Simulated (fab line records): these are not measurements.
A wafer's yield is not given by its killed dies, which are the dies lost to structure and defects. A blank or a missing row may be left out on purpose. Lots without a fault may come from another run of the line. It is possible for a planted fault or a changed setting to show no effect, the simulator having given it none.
fab line records -- flow n5-finfet
record lots=10, wafers=27, last-day=16
route steps=1938 shown SD_EPI_N@289 SD_EPI_P@311 SD_ACTIVATION@332 BEOL_M4@1111 PASSIVATION@1936
lots untouched by any fault: they come from a run of this same line in which no faults occurred
start-h: hours from the record's opening day to when the first of the lot's shown wafers began -- wait-h: hours from the lot's prior step to this one -- " identical to the entry in the row above -- L1.1+2: a row that stands for several wafers -- - no value, or no start given -- * or withheld: withheld -- < > ~ a bound
route shown NAME@n: NAME is a module with steps in the file, n the number in the route of the first one -- usual: the fault-free wafers' mean and standard deviation -- same: alike in all rows -- chamber/n: place in a boat -- sites: the reading at each site -- _std_site: standard deviation of those values -- _edge_site: the outer-site mean with the inner-site mean subtracted -- radius-mm: for every site, how far away it sits from the centre of the wafer -- mask NAME#n: copy n -- behind: the last tool/chamber to shape the wafer -- hold: reason for holding the lot/hours on hold/outcome of the hold -- device: whichever transistor did not switch (one of n, p or np) -- end of line: tests of these same wafers at the route's end -- a step with no rows: only its recipe -- killed: count of dies lost to structure and defects at first sort (not the wafer's yield) -- map: a wafer's dies, marking killed ones x, the rest . and places with no die _
set.NAME: the setting that was run; set.NAME@STEP: the one run at that earlier step -- model.NAME: the simulator's own value behind a step, which no gauge read
steps of the route over a sample of lots; a table a step, a row a wafer
services: the hour from which a tool's chamber was out of use, counted from the record's first day as start-h (under 0 if before that day), plus the number of hours and why
## steps
# step N5_SD_EPI_N_EPI_MEAS_23
# recipe mode=xrd
# usual thk-nm=58.8/1.3
lot.wafer,tool,chamber,start-h,wait-h,thk-nm
L456.2,film-metro-02,-,53.60,1.2,60.0
L456.3,film-metro-02,-,53.60,1.2,61.7
L457.3,film-metro-02,-,58.32,1.2,60.0
L457.5,film-metro-02,-,58.32,1.2,57.6
L457.6,film-metro-02,-,58.32,1.2,57.5
L458.2,film-metro-01,-,63.13,1.2,58.1
L458.6,film-metro-01,-,63.13,1.2,59.1
L459.2,film-metro-02,-,72.55,1.5,58.8
L459.5,film-metro-02,-,72.55,1.5,58.7
L459.6,film-metro-02,-,72.55,1.5,58.6
L461.3,film-metro-02,-,82.92,1.2,59.7
L461.5,film-metro-02,-,82.92,1.2,60.0
L461.6,film-metro-02,-,82.92,1.2,59.3
L463.4,film-metro-01,-,96.84,0.6,58.6
L463.6,film-metro-01,-,96.84,0.6,57.2
L474.2,film-metro-02,-,160.41,1.2,59.6
L474.4,film-metro-02,-,160.41,1.2,60.8
L474.6,film-metro-02,-,160.41,1.2,60.7
L475.1,film-metro-02,-,166.60,1.4,60.6
L475.5,film-metro-02,-,166.60,1.4,61.8
L475.6,film-metro-02,-,166.60,1.4,59.0
L476.2,film-metro-02,-,171.59,1.5,58.5
L476.3,film-metro-02,-,171.59,1.5,60.0
L476.5,film-metro-02,-,171.59,1.5,58.2
L478.2,film-metro-01,-,185.38,1.5,58.8
L478.3,film-metro-01,-,185.38,1.5,57.8
L478.4,film-metro-01,-,185.38,1.5,57.4
# step N5_SD_EPI_P_ETCH_47
# recipe chemistry=CH3F/O2, target=SiOCN, target-depth-a=250, mask-material=SOC, ion-energy-ev=60, bias-w=29, pressure-mtorr=30, source-w=410, Ar_flow_sccm=150, CH3F_flow_sccm=30, O2_flow_sccm=20
# usual drypump-motor-current-A=5.6/0.49, mfc-ar-sccm=150.0/0.45, oes-product-au=0.79/0.083, rf-vpp-V=126.9/2.6, showerhead-plenum-p-Torr=2.00/0.067, throttle-valve-pct=16.26/0.21
lot.wafer,tool,chamber,start-h,wait-h,drypump-motor-current-A,mfc-ar-sccm,oes-product-au,rf-hours-counter-h,rf-vpp-V,showerhead-plenum-p-Torr,throttle-valve-pct
L456.2,rie-diel-03,3,55.25,0.1,5.4,149.3,0.73,190,124.7,2.07,16.32
L456.3,rie-diel-03,0,55.25,0.1,5.9,150.3,0.77,123,129.5,2.01,16.39
L457.3,rie-diel-03,2,59.88,0.1,5.1,150.3,0.79,118,124.6,1.94,16.28
L457.5,rie-diel-03,3,59.88,0.1,5.4,150.0,0.73,-,125.8,2.07,16.30
L457.6,rie-diel-03,2,59.88,0.1,5.0,150.0,0.78,-,126.2,1.94,16.27
L458.2,rie-diel-03,2,64.63,0.1,5.1,149.9,0.79,120,124.8,1.93,16.29
L458.6,rie-diel-03,3,64.63,0.1,5.4,149.8,0.72,-,124.1,2.07,16.31
L459.2,rie-diel-01,0,74.02,0.1,4.9,150.0,0.92,24,122.2,2.03,16.20
L459.5,rie-diel-01,0,74.02,0.1,4.9,149.7,0.92,-,122.0,2.03,16.20
L459.6,rie-diel-01,3,74.02,0.1,5.4,150.5,0.72,-,124.0,1.92,16.29
L461.3,rie-diel-03,0,84.46,0.1,5.9,149.6,0.75,135,129.9,2.01,16.42
L461.5,rie-diel-03,1,84.46,0.1,6.1,150.2,0.95,-,129.2,1.95,16.00
L461.6,rie-diel-03,0,84.46,0.1,5.9,149.5,0.75,-,131.1,2.01,16.41
L463.4,rie-diel-01,3,98.92,0.1,5.3,150.2,0.71,181,125.7,1.91,16.31
L463.6,rie-diel-01,1,98.92,0.1,5.8,151.3,0.92,-,129.5,2.04,16.28
L474.2,rie-diel-03,1,161.99,0.1,6.1,150.2,0.90,35,128.1,1.94,16.06
L474.4,rie-diel-03,2,161.99,0.1,5.1,150.8,0.77,152,126.6,1.93,16.33
L474.6,rie-diel-03,1,161.99,0.1,6.1,150.3,0.91,-,128.2,1.94,16.06
L475.1,rie-diel-05,1,168.38,0.1,6.1,149.8,0.84,56,127.7,2.10,16.01
L475.5,rie-diel-05,1,168.38,0.1,6.1,149.3,0.84,-,127.1,2.10,16.00
L475.6,rie-diel-05,2,168.38,0.1,6.8,149.7,0.82,-,127.9,2.08,15.81
L476.2,rie-diel-05,2,173.15,0.1,6.7,150.1,0.82,101,126.3,2.08,15.82
L476.3,rie-diel-05,0,173.15,0.1,5.6,149.3,0.77,117,122.0,1.86,16.27
L476.5,rie-diel-05,3,173.15,0.1,5.8,151.3,0.71,-,129.2,2.06,16.11
L478.2,rie-diel-03,3,187.03,0.1,5.4,150.6,0.70,232,124.7,2.06,16.39
L478.3,rie-diel-03,2,187.03,0.1,5.0,149.7,0.75,159,125.7,1.92,16.35
L478.4,rie-diel-03,2,187.03,0.1,5.0,150.5,0.76,-,125.2,1.92,16.33
# step N5_SD_EPI_P_EPI_21
# recipe material=SiGe:B, dopant=B, temp-c=550, pressure-torr=20, ambient=H2, time-s=355
# usual chamber-pressure-Torr=20.00/0.042, lamp-inner-pct=10.7/0.59, susceptor-temp-C=550.07/0.28
lot.wafer,tool,chamber,start-h,wait-h,chamber-pressure-Torr,lamp-inner-pct,susceptor-temp-C
L456.2,epi-rpcvd-01,0,56.44,0.5,20.00,9.9,550.28
L456.3,epi-rpcvd-01,0,56.44,0.5,20.00,9.9,549.73
L457.3,epi-rpcvd-04,0,61.43,0.8,19.99,11.0,549.92
L457.5,epi-rpcvd-04,0,61.43,0.8,20.02,11.1,550.12
L457.6,epi-rpcvd-04,0,61.43,0.8,19.99,11.2,550.17
L458.2,epi-rpcvd-04,0,65.82,0.5,19.99,11.1,550.29
L458.6,epi-rpcvd-04,0,67.26,1.8,20.00,11.1,550.18
L459.2,epi-rpcvd-02,0,75.21,0.5,20.05,11.3,549.98
L459.5,epi-rpcvd-02,0,76.29,1.5,20.04,11.2,549.94
L459.6,epi-rpcvd-02,0,76.29,1.5,20.04,11.2,550.16
L461.3,epi-rpcvd-01,0,86.01,0.8,20.00,9.9,550.37
L461.5,epi-rpcvd-01,0,86.01,0.8,20.08,9.9,550.44
L461.6,epi-rpcvd-01,0,86.01,0.8,20.03,9.9,550.37
L463.4,epi-rpcvd-04,0,100.84,1.1,19.94,11.1,549.79
L463.6,epi-rpcvd-04,0,100.84,1.1,19.97,11.3,549.96
L474.2,epi-rpcvd-04,0,163.42,0.6,15.27,11.0,550.74
L474.4,epi-rpcvd-04,0,163.42,0.6,15.28,11.1,550.03
L474.6,epi-rpcvd-04,0,163.42,0.6,15.24,11.2,549.95
L475.1,epi-rpcvd-02,0,170.12,0.2,20.02,11.2,549.56
L475.5,epi-rpcvd-02,0,172.04,2.0,19.99,11.1,550.00
L475.6,epi-rpcvd-02,0,172.04,2.0,20.00,11.1,549.83
L476.2,epi-rpcvd-04,0,174.35,0.5,15.33,11.3,550.38
L476.3,epi-rpcvd-04,0,174.35,0.5,15.25,11.1,550.33
L476.5,epi-rpcvd-04,0,174.35,0.5,15.33,11.1,550.66
L478.2,epi-rpcvd-01,0,188.23,0.5,19.98,9.9,549.70
L478.3,epi-rpcvd-01,0,188.23,0.5,19.97,10.0,549.38
L478.4,epi-rpcvd-01,0,188.23,0.5,20.05,9.9,549.52
# step N5_SD_EPI_P_EPI_MEAS_23
# recipe mode=xrd
# usual thk-nm=61.0/1.1
lot.wafer,tool,chamber,start-h,wait-h,thk-nm
L456.2,film-metro-01,-,58.29,1.5,60.0
L456.3,film-metro-01,-,58.29,1.5,61.7
L457.3,film-metro-02,-,62.91,1.1,60.9
L457.5,film-metro-02,-,62.91,1.1,60.5
L457.6,film-metro-02,-,62.91,1.1,61.7
L458.2,film-metro-02,-,67.68,1.5,58.9
L458.6,film-metro-02,-,67.68,1.5,62.4
L459.2,film-metro-01,-,77.05,1.5,61.6
L459.5,film-metro-01,-,77.05,1.5,59.3
L459.6,film-metro-01,-,77.05,1.5,60.9
L461.3,film-metro-01,-,87.49,1.1,60.1
L461.5,film-metro-01,-,87.49,1.1,59.6
L461.6,film-metro-01,-,87.49,1.1,59.3
L463.4,film-metro-02,-,101.96,0.8,60.2
L463.6,film-metro-02,-,101.96,0.8,60.3
L474.2,film-metro-01,-,165.86,2.0,53.9
L474.4,film-metro-01,-,165.86,2.0,56.4
L474.6,film-metro-01,-,165.86,2.0,55.7
L475.1,film-metro-02,-,173.06,2.5,61.1
L475.5,film-metro-02,-,173.06,2.5,62.1
L475.6,film-metro-02,-,173.06,2.5,64.6
L476.2,film-metro-01,-,176.18,1.5,55.4
L476.3,film-metro-01,-,176.18,1.5,54.3
L476.5,film-metro-01,-,176.18,1.5,53.9
L478.2,film-metro-02,-,190.07,1.5,60.7
L478.3,film-metro-02,-,190.07,1.5,60.6
L478.4,film-metro-02,-,190.07,1.5,61.6
# step N5_SD_EPI_P_INSPECT_26
# recipe inspect-instrument=darkfield, mode=post-epi
# usual raw-defect-count=174/37
lot.wafer,tool,chamber,start-h,wait-h,raw-defect-count
L456.2,defect-inspect-01,-,58.47,0.0,143
L456.3,defect-inspect-01,-,58.47,0.0,153
L457.3,defect-inspect-01,-,63.08,0.0,177
L457.5,defect-inspect-01,-,63.08,0.0,161
L457.6,defect-inspect-01,-,63.08,0.0,229
L458.2,defect-inspect-02,-,67.85,0.0,147
L458.6,defect-inspect-02,-,67.85,0.0,152
L459.2,defect-inspect-02,-,77.22,0.0,261
L459.5,defect-inspect-02,-,77.22,0.0,228
L459.6,defect-inspect-02,-,77.22,0.0,233
L461.3,defect-inspect-01,-,87.66,0.0,141
L461.5,defect-inspect-01,-,87.66,0.0,154
L461.6,defect-inspect-01,-,87.66,0.0,148
L463.4,defect-inspect-02,-,102.13,0.0,180
L463.6,defect-inspect-02,-,102.13,0.0,194
L474.2,defect-inspect-02,-,166.04,0.0,260
L474.4,defect-inspect-02,-,166.04,0.0,224
L474.6,defect-inspect-02,-,166.04,0.0,177
L475.1,defect-inspect-01,-,173.23,0.0,139
L475.5,defect-inspect-01,-,173.23,0.0,97
L475.6,defect-inspect-01,-,173.23,0.0,140
L476.2,defect-inspect-01,-,176.36,0.0,167
L476.3,defect-inspect-01,-,176.36,0.0,154
L476.5,defect-inspect-01,-,176.36,0.0,155
L478.2,defect-inspect-02,-,190.24,0.0,237
L478.3,defect-inspect-02,-,190.24,0.0,159
L478.4,defect-inspect-02,-,190.24,0.0,194
# step N5_SD_ACTIVATION_RS_MEAS_03
# recipe thk-meas-gauge=four-point-probe
# usual RS_SD_N=22.0/0.33, RS_SD_P=56.2/0.92
lot.wafer,tool,chamber,start-h,wait-h,RS_SD_N[ohm/sq],RS_SD_P[ohm/sq]
L456.2,film-metro-02,-,58.97,0.2,22.1,55.9
L456.3,film-metro-02,-,58.97,0.2,21.9,54.9
L457.3,film-metro-01,-,63.79,0.2,21.8,55.8
L457.5,film-metro-01,-,63.79,0.2,22.4,55.3
L457.6,film-metro-01,-,63.79,0.2,21.9,55.4
L458.2,film-metro-02,-,68.37,0.2,21.9,57.1
L458.6,film-metro-02,-,68.37,0.2,22.0,55.3
L459.2,film-metro-01,-,77.67,0.2,21.6,56.8
L459.5,film-metro-01,-,77.67,0.2,21.6,56.5
L459.6,film-metro-01,-,77.67,0.2,21.9,56.3
L461.3,film-metro-02,-,88.13,0.2,21.6,57.1
L461.5,film-metro-02,-,88.13,0.2,21.8,58.0
L461.6,film-metro-02,-,88.13,0.2,21.7,56.9
L463.4,film-metro-02,-,102.62,0.1,21.4,56.3
L463.6,film-metro-02,-,102.62,0.1,22.1,56.8
L474.2,film-metro-01,-,166.51,0.2,21.8,69.3
L474.4,film-metro-01,-,166.51,0.2,21.7,68.1
L474.6,film-metro-01,-,166.51,0.2,21.7,66.7
L475.1,film-metro-01,-,173.69,0.2,21.6,54.9
L475.5,film-metro-01,-,173.69,0.2,21.6,54.1
L475.6,film-metro-01,-,173.69,0.2,21.7,54.5
L476.2,film-metro-02,-,177.10,0.2,22.3,66.7
L476.3,film-metro-02,-,177.10,0.2,22.2,66.6
L476.5,film-metro-02,-,177.10,0.2,22.4,67.2
L478.2,film-metro-02,-,190.88,0.2,22.1,56.0
L478.3,film-metro-02,-,190.88,0.2,21.9,57.1
L478.4,film-metro-02,-,190.88,0.2,22.2,56.3
# step N5_BEOL_M4_RC_MEAS_101
# usual DIBL_N=36.3/1.6, DIBL_P=36.2/2.1, IOFF_N=0.16/0.031, IOFF_P=0.21/0.034, ION_N=673/11, ION_P=461/7.4, REXT_P=100.3/2.8, RS_SD_P=66.1/0.99, SS_N=71.6/0.55, SS_P=73.3/0.66, VT_N=251/3.2, VT_P=-251/3.5
lot.wafer,tool,chamber,start-h,wait-h,DIBL_N[mV/V],DIBL_P[mV/V],IOFF_N[nA/um],IOFF_P[nA/um],ION_N[uA/um],ION_P[uA/um],REXT_P[ohm.um],RS_SD_P[ohm/sq],SS_N[mV/dec],SS_P[mV/dec],VT_N[mV],VT_P[mV]
L456.2,prober-02,0,157.00,0.2,36.6,35.7,0.16,0.23,678,469,99.1,66.0,72.4,73.7,250,-252
L456.3,prober-02,0,157.00,0.2,34.4,33.3,0.13,0.19,683,473,98.7,65.7,71.6,73.3,252,-250
L457.3,prober-02,0,159.98,0.3,36.3,36.0,0.14,0.21,683,471,97.4,65.7,71.0,73.8,254,-254
L457.5,prober-02,0,159.98,0.3,36.8,36.5,0.14,0.21,665,462,99.8,65.8,71.5,73.4,253,-253
L457.6,prober-02,0,159.98,0.3,38.4,37.9,0.17,0.25,676,464,97.3,65.5,71.2,74.0,250,-251
L458.2,prober-02,0,163.25,0.2,33.4,33.4,0.12,0.15,664,452,101.1,66.3,70.8,72.9,258,-254
L458.6,prober-02,0,163.25,0.2,35.0,36.1,0.15,0.20,661,453,100.8,65.5,71.6,73.3,249,-251
L459.2,prober-01,0,180.04,0.2,37.1,37.1,0.18,0.21,673,458,105.0,66.4,72.1,74.2,248,-250
L459.5,prober-01,0,180.04,0.2,34.0,33.1,0.12,0.16,648,447,104.0,65.9,71.8,72.7,254,-255
L459.6,prober-01,0,180.04,0.2,35.2,35.2,0.15,0.18,679,456,105.8,65.9,72.0,73.1,250,-254
L461.3,prober-01,0,188.45,0.3,34.0,34.1,0.12,0.20,665,465,103.8,66.1,70.5,73.1,253,-249
L461.5,prober-01,0,188.45,0.3,35.5,35.7,0.15,0.21,666,461,105.8,67.6,70.8,73.2,251,-247
L461.6,prober-01,0,188.45,0.3,32.7,32.4,0.11,0.18,669,468,102.9,66.4,70.6,72.9,256,-252
L463.4,prober-01,0,205.19,0.5,34.9,34.1,0.12,0.17,655,452,98.1,66.9,70.8,72.7,253,-255
L463.6,prober-01,0,205.19,0.5,36.1,35.5,0.14,0.18,669,454,97.7,67.0,71.9,72.6,255,-254
L474.2,prober-01,0,261.83,0.2,37.7,38.0,0.18,0.18,687,450,111.7,81.1,71.7,73.3,249,-256
L474.4,prober-01,0,261.83,0.2,37.0,35.7,0.15,0.16,668,446,111.0,79.6,72.2,73.5,250,-260
L474.6,prober-01,0,261.83,0.2,38.1,37.1,0.19,0.19,676,449,110.3,77.8,72.0,72.9,250,-253
L475.1,prober-01,0,268.94,0.0,36.5,37.0,0.16,0.20,669,462,97.6,64.7,72.3,73.6,251,-249
L475.5,prober-01,0,268.94,0.0,36.2,36.8,0.15,0.20,665,460,98.8,64.3,71.2,73.7,251,-251
L475.6,prober-01,0,268.94,0.0,35.5,34.7,0.13,0.17,661,452,98.0,64.5,71.5,73.0,256,-253
L476.2,prober-01,0,273.49,0.2,36.9,36.9,0.16,0.15,670,439,106.4,77.6,71.6,73.0,251,-263
L476.3,prober-01,0,273.49,0.2,33.8,33.5,0.11,0.11,662,431,107.7,77.8,70.9,72.6,256,-267
L476.5,prober-01,0,273.49,0.2,36.6,36.8,0.16,0.14,682,444,109.2,77.8,71.5,73.1,249,-262
L478.2,prober-01,0,295.65,0.2,34.2,32.7,0.10,0.14,656,455,103.9,66.6,70.4,71.8,257,-254
L478.3,prober-01,0,295.65,0.2,37.2,37.0,0.15,0.19,667,456,105.4,67.0,71.2,72.6,251,-253
L478.4,prober-01,0,295.65,0.2,36.9,36.4,0.14,0.19,666,463,103.7,66.3,71.6,72.9,252,-255
# step N5_PASSIVATION_PROBE_49
# usual defect-limited-yield=91.5/1.5, killed_at_M0_to_M3=32/9.4, killed_at_M4_up=12/5.1, killed-at-contacts=11/7.4, killed-at-front-end=41/11, killed-at-other=3.4/2.5, killed-dies=100/17, killed-open=65/14, killed-short=33/7, sort_bin_5_function=4.9/0.96, sort_bin_6_memory=3.1/0.7, sort_bin_8_speed=0.00/0.01, sort-n-pass=1080/17, sort-yield-pct=91.5/1.5
# same gross-dies=1180, killed-at-back-side=0, sort_bin_4_leakage[%]=0
lot.wafer,tool,chamber,start-h,wait-h,defect-limited-yield[%],killed_at_M0_to_M3,killed_at_M4_up,killed-at-contacts,killed-at-front-end,killed-at-other,killed-dies,killed-open,killed-short,sort_bin_5_function[%],sort_bin_6_memory[%],sort_bin_8_speed[%],sort-n-pass,sort-yield-pct[%]
L474.2,prober-01,-,351.85,0.1,90.9,25,6,16,55,5,107,73,26,3.9,4.3,0,1073,90.9
L474.4,prober-01,-,351.95,0.2,90.4,33,11,19,49,1,113,68,37,4.8,3.6,0.25,1064,90.2
L474.6,prober-01,-,352.05,0.3,91.1,32,7,16,46,4,105,66,35,5.0,3.1,0.17,1073,90.9
L476.2,prober-01,-,359.84,0.1,93.0,19,2,8,49,5,83,51,32,3.6,3.0,0,1097,93.0
L476.3,prober-01,-,359.89,0.1,92.4,38,6,10,34,2,90,62,26,4.7,2.5,2.46,1061,89.9
L476.5,prober-01,-,359.99,0.2,93.9,31,4,5,31,1,72,47,25,3.3,2.7,0,1108,93.9
# killed by level:class
L474.2 FIN_SAQP:geometric-particle:open=15 MOL_CONTACT_COAG:geometric-particle:open=13 BEOL_M3:geometric-particle:open=12 FIN_SAQP:geometric-particle:short=8 HKMG_FIN:area-etch=7 STI_FIN_REVEAL:geometric-particle:open=6 BEOL_M2:geometric-particle:open=5 GATE_CUT:geometric-particle:open=4
L474.4 MOL_CONTACT_COAG:geometric-particle:open=14 FIN_SAQP:geometric-particle:short=11 BEOL_M2:geometric-particle:open=8 HKMG_FIN:area-etch=8 STI_FIN_REVEAL:geometric-particle:open=7 BEOL_M3:geometric-particle:open=7 MOL_CONTACT_COAG:geometric-particle:short=5 BEOL_M0_SAQP:geometric-particle:short=5
L474.6 STI_FIN_REVEAL:geometric-particle:open=20 MOL_CONTACT_COAG:geometric-particle:open=11 BEOL_M0_SAQP:geometric-particle:short=10 BEOL_M0_SAQP:geometric-particle:open=8 GATE_CUT:geometric-particle:short=5 MOL_CONTACT_COAG:geometric-particle:short=5 BEOL_M3:geometric-particle:open=5 FIN_SAQP:geometric-particle:open=3
L476.2 STI_FIN_REVEAL:geometric-particle:open=9 GATE_CUT:geometric-particle:short=9 MOL_CONTACT_COAG:geometric-particle:open=8 BEOL_M2:geometric-particle:open=7 FIN_SAQP:geometric-particle:open=6 BEOL_M0_SAQP:geometric-particle:short=6 BEOL_M0_SAQP:geometric-particle:open=5 FIN_SAQP:geometric-particle:short=4
L476.3 BEOL_M2:geometric-particle:open=15 STI_FIN_REVEAL:geometric-particle:open=8 MOL_CONTACT_COAG:geometric-particle:open=6 BEOL_M1:geometric-particle:open=5 BEOL_M1:geometric-particle:short=5 FIN_SAQP:geometric-particle:short=4 SPACER0:geometric-particle:open=4 GATE_CUT:geometric-particle:short=4
L476.5 FIN_SAQP:geometric-particle:open=8 BEOL_M0_SAQP:geometric-particle:open=8 BEOL_M3:geometric-particle:open=7 BEOL_M2:geometric-particle:open=6 GATE_CUT:geometric-particle:short=5 MOL_CONTACT_COAG:geometric-particle:open=4 FIN_SAQP:geometric-particle:short=3 STI_FIN_REVEAL:geometric-particle:open=3
## services
tool,chamber,start-h,hours,kind
rie-diel-03,1,31.45,-,clean
rie-diel-03,1,31.45,-,consumable-replace:focus-ring
rie-diel-03,1,31.45,24.2,scheduled-down
rie-diel-03,1,31.45,24.2,vent-cycle
rie-diel-05,-,70.80,14.6,pm
rie-diel-01,-,105.87,0.6,repair
rie-diel-01,1,140.00,12.9,repair
rie-diel-05,-,159.79,0.5,repair
epi-rpcvd-04,-,166.54,6.0,pm
rie-diel-03,0,181.89,7.9,repair
## key
first-sign step=N5_SD_EPI_P_EPI_21, reading=chamber-pressure-Torr, direction=down, sigmas=99+, usual=20.00, struck=15.28
effect step=N5_SD_EPI_P_EPI_MEAS_23, reading=thk-nm, direction=down, sigmas=5.4, usual=*, struck=*
effect step=N5_SD_ACTIVATION_RS_MEAS_03, reading=RS_SD_P, direction=up, sigmas=12, usual=56.2, struck=67.4
effect step=N5_BEOL_M4_RC_MEAS_101, reading=RS_SD_P, direction=up, sigmas=13, usual=66.1, struck=78.6
effect step=N5_BEOL_M4_RC_MEAS_101, reading=REXT_P, direction=up, sigmas=3.3, usual=100.3, struck=109.4
effect step=N5_BEOL_M4_RC_MEAS_101, reading=ION_P, direction=down, sigmas=2.4, usual=461, struck=443, wafers-moved=4
effect step=N5_BEOL_M4_RC_MEAS_101, reading=IOFF_P, direction=down, sigmas=1.4, usual=0.21, struck=0.16
effect step=N5_PASSIVATION_PROBE_49, reading=sort_bin_8_speed, direction=up, sigmas=5.7, usual=0.00, struck=0.48, wafers-moved=3
met-at N5_SD_EPI_P_EPI_21
struck-lots L474,L476
not-acting-at N5_SD_EPI_N_EPI_MEAS_23,N5_SD_EPI_P_ETCH_47,N5_SD_EPI_P_INSPECT_26
onset-between 100.84 163.42
fault kind=process-parameter-drift, tool=epi-rpcvd-04, chamber=-, onset-h=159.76, steps=N5_SD_EPI_P_EPI_21, channel=pressure-torr, offset=-4.704, shape=step, end-h=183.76, acts-in=these-recipes-only, stated=20
